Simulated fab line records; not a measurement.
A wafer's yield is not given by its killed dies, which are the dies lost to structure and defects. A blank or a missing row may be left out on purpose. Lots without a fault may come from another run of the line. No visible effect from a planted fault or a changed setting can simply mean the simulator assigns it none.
Chamber matching / flow nandHarc / NHARC_A_M1_DEP_33 on pecvd-02 has 3 sister chambers
The step deposits SiCN, target thk 30 nm. 3 wafers are shown with their chamber, then 10 later ones without.

## WAFERS, EACH WITH ITS CHAMBER
wafer=L079.6; chamber=2; heaterPowerW (W)=569
wafer=L084.1; chamber=0; heaterPowerW (W)=643
wafer=L084.4; chamber=1; heaterPowerW (W)=557

## WAFERS WITH NO CHAMBER GIVEN
wafer=L084.5; heaterPowerW (W)=663
wafer=L093.1; heaterPowerW (W)=532
wafer=L093.2; heaterPowerW (W)=654
wafer=L093.3; heaterPowerW (W)=520
wafer=L092.1; heaterPowerW (W)=618
wafer=L092.3; heaterPowerW (W)=594
wafer=L092.5; heaterPowerW (W)=624
wafer=L095.3; heaterPowerW (W)=636
wafer=L095.5; heaterPowerW (W)=639
wafer=L095.6; heaterPowerW (W)=536

## THE CHAMBER EACH PASSED THROUGH
wafer=L084.5; from the rows above=0; in truth=0
wafer=L093.1; from the rows above=can't be placed: 1 or 2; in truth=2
wafer=L093.2; from the rows above=0; in truth=0
wafer=L093.3; from the rows above=can't be placed: 1 or 2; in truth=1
wafer=L092.1; from the rows above=can't be placed: 0 or 2 or 1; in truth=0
wafer=L092.3; from the rows above=can't be placed: 2 or 1 or 0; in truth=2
wafer=L092.5; from the rows above=can't be placed: 0 or 2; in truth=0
wafer=L095.3; from the rows above=0; in truth=0
wafer=L095.5; from the rows above=0; in truth=0
wafer=L095.6; from the rows above=can't be placed: 1 or 2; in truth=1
4 of 10 placed correctly. From these rows, 6 cannot be placed; in 6 the true chamber is one of the candidates. Wrongly placed: 0.
How it was worked out, from the rows above alone: a wafer's distance from a chamber is the root of the sum, over the readings, of the square of ((its reading less the chamber's mean) divided by the reading's scatter). The wafer belongs to the nearest chamber; if the next one is less than 2 further off, it can't be placed. A chamber's mean is the mean of its shown wafers. The scatter: root of mean squared gap, hidden wafer to nearest shown wafer, with one shown wafer a chamber.
